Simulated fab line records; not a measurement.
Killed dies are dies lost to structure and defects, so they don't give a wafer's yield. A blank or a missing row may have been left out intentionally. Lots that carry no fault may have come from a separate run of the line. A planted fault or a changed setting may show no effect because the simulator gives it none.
The tool behind it: which one? ; flow n5Finfet ; 21 wafers from 7 lots sampled at 7 of the route's 1938 steps

== WHAT THE GAUGES READ, wafer by wafer ==
N5_BEOL_M4_RC_MEAS_101. Usual: DIBL_N 35.9 mV/V, standard deviation 2.5; DIBL_P 36.0 mV/V, standard deviation 3; IOFF_N 0.16 nA/um, standard deviation 0.047; IOFF_P 0.21 nA/um, standard deviation 0.047; ION_N 671 uA/um, standard deviation 14; ION_P 460 uA/um, standard deviation 8.8; SS_N 71.5 mV/dec, standard deviation 0.73; SS_P 73.2 mV/dec, standard deviation 0.91; VT_N 250 mV, standard deviation 4.3; VT_P -251 mV, standard deviation 3.6.
lot;measured;on;DIBL_N (mV/V);DIBL_P (mV/V);IOFF_N (nA/um);IOFF_P (nA/um);ION_N (uA/um);ION_P (uA/um);SS_N (mV/dec);SS_P (mV/dec);VT_N (mV);VT_P (mV);flag
L245;day 12 10:28;prober-02;39.7 38.5 34.5;41.2 39.9 35.4;0.27 0.25 0.15;0.32 0.29 0.23;703 690 681;470 471 467;73.1 72.2 71.6;74.6 75.1 73.0;241 244 248;-245 -245 -249;
L247;day 12 19:54;prober-01;34.3 35.8 37.4;34.8 37.5 40.5;0.13 0.15 0.21;0.19 0.22 0.29;667 654 692;460 457 473;71.5 71.7 72.7;73.0 73.7 74.5;253 251 243;-252 -249 -244;
L248;day 13 03:22;prober-01;35.8 38.1 35.3;35.4 37.6 34.9;0.17 0.18 0.15;0.22 0.23 0.22;684 678 655;471 467 456;71.1 72.0 71.4;73.1 73.7 73.0;249 250 251;-247 -249 -249;
L250;day 13 12:32;prober-01;35.2 39.7 33.6;33.5 39.0 33.2;0.12 0.20 0.11;0.16 0.25 0.16;668 673 664;458 457 462;71.1 73.0 70.8;73.0 74.5 72.2;254 249 253;-252 -250 -254;

== TOOL THAT RAN EACH LOT (tool first, then ch and the chambers of the sampled wafers, then the start) ==
lot;N5_DUMMY_GATE_TRIM_49;N5_DUMMY_GATE_STRIP_40;N5_DUMMY_GATE_HM_OPEN_21;N5_SD_EPI_P_ETCH_36;N5_SD_EPI_P_ETCH_37;N5_SD_EPI_P_ETCHBACK_46
L238;rieSi-01 ch 0,2,3, day 5 18:17;rieDiel-04 ch 1,2, day 5 18:23;rieDiel-01 ch 1,3, day 5 18:34;rieDiel-01 ch 0,2, day 6 01:31;rieDiel-01 ch 0,2, day 6 01:35;rieDiel-01 ch 0,2, day 6 01:54
L239;rieSi-01 ch 1,2,3, day 6 01:28;rieDiel-04 ch 0,1,2, day 6 01:36;rieDiel-05 ch 0,2,3, day 6 01:57;rieDiel-04 ch 0,1,2, day 6 08:53;rieDiel-04 ch 0,1,2, day 6 08:56;rieDiel-04 ch 0,1,2, day 6 09:16
L240;rieSi-05 ch 0,1,2, day 6 09:13;rieDiel-01 ch 0,1,2, day 6 09:19;rieDiel-05 ch 0,2,3, day 6 09:29;rieDiel-05 ch 0,1,2, day 6 16:09;rieDiel-05 ch 0,1,2, day 6 16:13;rieDiel-05 ch 0,1,2, day 6 16:32
L245;rieSi-06 ch 1,3, day 7 11:26;rieDiel-04 ch 0,2,3, day 7 11:32;rieDiel-04 ch 0,2, day 7 11:43;rieDiel-05 ch 0,2, day 7 19:47;rieDiel-05 ch 0,2, day 7 19:50;rieDiel-05 ch 0,2, day 7 20:10
L247;rieSi-05 ch 0,1, day 7 21:59;rieDiel-04 ch 0,1, day 7 22:05;rieDiel-04 ch 0,3, day 7 22:16;rieDiel-05 ch 1,3, day 8 04:22;rieDiel-05 ch 1,3, day 8 04:26;rieDiel-05 ch 1,3, day 8 04:45
L248;rieSi-05 ch 1,2,3, day 8 05:21;rieDiel-04 ch 0,3, day 8 05:27;rieDiel-01 ch 0,1,2, day 8 05:38;rieDiel-05 ch 0,1,3, day 8 12:56;rieDiel-05 ch 0,1,3, day 8 13:00;rieDiel-05 ch 0,1,3, day 8 13:19
L250;rieSi-06 ch 0,1, day 8 16:34;rieDiel-04 ch 0,1,3, day 8 16:40;rieDiel-04 ch 0,1, day 8 16:51;rieDiel-05 ch 2,3, day 9 00:08;rieDiel-05 ch 2,3, day 9 00:11;rieDiel-05 ch 2,3, day 9 00:31
- N5_DUMMY_GATE_TRIM_49: chemistry O2, time 29 s, target cd 14 nm.
- N5_DUMMY_GATE_STRIP_40: strips in CF4.
- N5_DUMMY_GATE_HM_OPEN_21: chemistry CH3F/O2, target SiNx, target depth 120 nm, time 171.4 s.
- N5_SD_EPI_P_ETCH_36: etches SiARC in CF4, target depth 45.5 nm, time 75.8 s.
- N5_SD_EPI_P_ETCH_37: etches SOC in N2/H2, overetch 108 nm, time 486 s.
- N5_SD_EPI_P_ETCHBACK_46: etches SiNx in CH3F/O2, stops on SiO2, target depth 17.5 nm.

== AS READ BY THE TOOLS THEMSELVES (means over the sampled wafers that have a number; for cases with no such wafer, the mark the record gives instead) ==
N5_DUMMY_GATE_TRIM_49. Usual: drypumpMotorCurrentA 5.7 A, standard deviation 0.32; oesProductAu 0.999 a.u., standard deviation 0.019; throttleValvePct 8.13 %, standard deviation 0.19.
lot;tool;drypumpMotorCurrentA (A);oesProductAu (a.u.);throttleValvePct (%);flag
L238;rieSi-01;5.6;1.006;8.18;
L239;rieSi-01;5.8;0.996;8.20;
L240;rieSi-05;5.7;1.009;8.08;
L245;rieSi-06;5.9;1.000;8.09;
L247;rieSi-05;5.8;1.019;8.14;
L248;rieSi-05;5.5;0.999;8.15;
L250;rieSi-06;5.9;0.997;8.09;

N5_DUMMY_GATE_STRIP_40. Usual: drypumpMotorCurrentA 5.7 A, standard deviation 0.41; oesProductAu 0.77 a.u., standard deviation 0.082; rfVppV 271.9 V, standard deviation 1.2; showerheadPlenumPTorr 1.83 Torr, standard deviation 0.042; throttleValvePct 13.53 %, standard deviation 0.23.
lot;tool;drypumpMotorCurrentA (A);oesProductAu (a.u.);rfVppV (V);showerheadPlenumPTorr (Torr);throttleValvePct (%);flag
L238;rieDiel-04;5.6;0.70;272.1;1.83;13.72;
L239;rieDiel-04;5.5;0.72;272.3;1.84;13.63;
L240;rieDiel-01;5.7;0.82;271.8;1.83;13.68;
L245;rieDiel-04;5.8;0.74;272.4;1.84;13.65;
L247;rieDiel-04;5.1;0.74;272.1;1.85;13.45;
L248;rieDiel-04;5.9;0.78;272.1;1.84;13.43;
L250;rieDiel-04;5.5;0.76;271.3;1.85;13.46;

N5_DUMMY_GATE_HM_OPEN_21. Usual: drypumpMotorCurrentA 5.6 A, standard deviation 0.36; mfcArSccm 150.0 sccm, standard deviation 0.44; oesProductAu 0.79 a.u., standard deviation 0.093; rfVppV 299 V, standard deviation 6.4; showerheadPlenumPTorr 2.08 Torr, standard deviation 0.035; throttleValvePct 16.36 %, standard deviation 0.19.
lot;tool;drypumpMotorCurrentA (A);mfcArSccm (sccm);oesProductAu (a.u.);rfVppV (V);showerheadPlenumPTorr (Torr);throttleValvePct (%);flag
L238;rieDiel-01;5.9;149.8;0.81;299;2.10;16.39;
L239;rieDiel-05;5.5;149.6;0.81;301;2.09;16.30;
L240;rieDiel-05;5.5;149.0;0.80;301;2.08;16.30;
L245;rieDiel-04;5.8;149.6;0.70;295;2.07;16.69;
L247;rieDiel-04;5.9;149.8;0.79;307;2.07;16.26;
L248;rieDiel-01;5.7;150.0;0.80;299;2.03;16.53;
L250;rieDiel-04;5.1;149.7;0.74;301;2.08;16.25;

N5_SD_EPI_P_ETCH_36. Usual: biasW 35.99 W, standard deviation 0.1; cf4FlowSccm 99.98 sccm, standard deviation 0.28; drypumpMotorCurrentA 5.6 A, standard deviation 0.34; etchRfOnTimeS 76.3 s, standard deviation 2.5; mfcArSccm 100.00 sccm, standard deviation 0.29; oesProductAu 0.69 a.u., standard deviation 0.082; rfVppV 184.7 V, standard deviation 1.1; showerheadPlenumPTorr 2.19 Torr, standard deviation 0.045; throttleValvePct 15.51 %, standard deviation 0.2.
lot;tool;biasW (W);cf4FlowSccm (sccm);drypumpMotorCurrentA (A);etchRfOnTimeS (s);mfcArSccm (sccm);oesProductAu (a.u.);rfVppV (V);showerheadPlenumPTorr (Torr);throttleValvePct (%);flag
L238;rieDiel-01;-;-;-;-;-;-;-;-;-;OFF
L239;rieDiel-04;-;-;-;-;-;-;-;-;-;OFF
L240;rieDiel-05;-;-;-;-;-;-;-;-;-;OFF
L245;rieDiel-05;36.04;100.13;5.2;73.6;99.98;0.68;184.8;2.20;15.44;
L247;rieDiel-05;35.86;99.88;5.7;79.4;99.80;0.78;183.7;2.21;15.24;
L248;rieDiel-05;35.96;100.18;5.5;77.5;100.20;0.71;185.1;2.21;15.38;
L250;rieDiel-05;35.98;99.50;5.7;78.8;99.88;0.77;185.4;2.19;15.24;

N5_SD_EPI_P_ETCH_37. Usual: biasW is 133.0 W with standard deviation 0.4, chamberPressureMTorr is 20.001 mTorr with standard deviation 0.019, drypumpMotorCurrentA is 5.6 A with standard deviation 0.34, oesProductAu is 0.72 a.u. with standard deviation 0.089, rfVppV is 241.4 V with standard deviation 1.1, showerheadPlenumPTorr is 2.58 Torr with standard deviation 0.06, and throttleValvePct is 23.5 % with standard deviation 0.33.
lot;tool;biasW (W);chamberPressureMTorr (mTorr);drypumpMotorCurrentA (A);oesProductAu (a.u.);rfVppV (V);showerheadPlenumPTorr (Torr);throttleValvePct (%);flag
L238;rieDiel-01;133.4;19.994;5.7;0.30;240.6;2.49;23.3;OFF
L239;rieDiel-04;132.9;19.988;5.5;0.27;242.1;2.63;23.5;OFF
L240;rieDiel-05;133.1;19.999;5.4;0.32;242.1;2.60;23.4;OFF
L245;rieDiel-05;132.8;20.023;5.2;0.70;241.3;2.61;23.7;
L247;rieDiel-05;133.5;19.997;5.7;0.84;241.5;2.58;23.1;
L248;rieDiel-05;133.0;20.024;5.5;0.75;241.1;2.59;23.4;
L250;rieDiel-05;133.1;19.996;5.7;0.82;241.1;2.58;23.2;

N5_SD_EPI_P_ETCHBACK_46. Usual: drypumpMotorCurrentA 5.6 A, standard deviation 0.33; mfcArSccm 150.0 sccm, standard deviation 0.39; oesProductAu 0.69 a.u., standard deviation 0.085; rfVppV 297 V, standard deviation 6.6; showerheadPlenumPTorr 2.05 Torr, standard deviation 0.041; throttleValvePct 16.24 %, standard deviation 0.21.
lot;tool;drypumpMotorCurrentA (A);mfcArSccm (sccm);oesProductAu (a.u.);rfVppV (V);showerheadPlenumPTorr (Torr);throttleValvePct (%);flag
L238;rieDiel-01;5.7;150.3;0.29;295;1.98;16.43;OFF
L239;rieDiel-04;5.4;149.5;0.28;295;2.06;16.29;OFF
L240;rieDiel-05;5.4;150.0;0.32;298;2.06;16.12;OFF
L245;rieDiel-05;5.2;150.1;0.67;298;2.06;16.21;
L247;rieDiel-05;5.7;150.2;0.81;293;2.07;15.96;
L248;rieDiel-05;5.5;149.6;0.71;291;2.07;16.14;
L250;rieDiel-05;5.7;150.1;0.78;302;2.04;15.94;

== THE ANSWER, worked out from the rows above alone ==
Rule: a lot counts as off when the mean over its wafers that have a number is more than 3 standard deviations away from the usual mean. Also off: a lot with no number at a reading for which 4 or more lots have one. All remaining lots with rows at the step are treated as sound. First the gauges in route order, then the tools' own readings, where a lot's mean is used as printed above. At the first step where some lot is off, the reading lying furthest off is the one used; lots without a number count as furthest.
Off: L238, L239, L240 (N5_SD_EPI_P_ETCH_36, biasW). Without a number there: L238, L239, L240.
If a tool, at that step or one of the process steps before it, ran each lot that is off and ran no sound lot following the first of them, it fits. Not one of the candidates tried fits.

== WHAT HAD BEEN PUT IN BY THE SIMULATOR ==
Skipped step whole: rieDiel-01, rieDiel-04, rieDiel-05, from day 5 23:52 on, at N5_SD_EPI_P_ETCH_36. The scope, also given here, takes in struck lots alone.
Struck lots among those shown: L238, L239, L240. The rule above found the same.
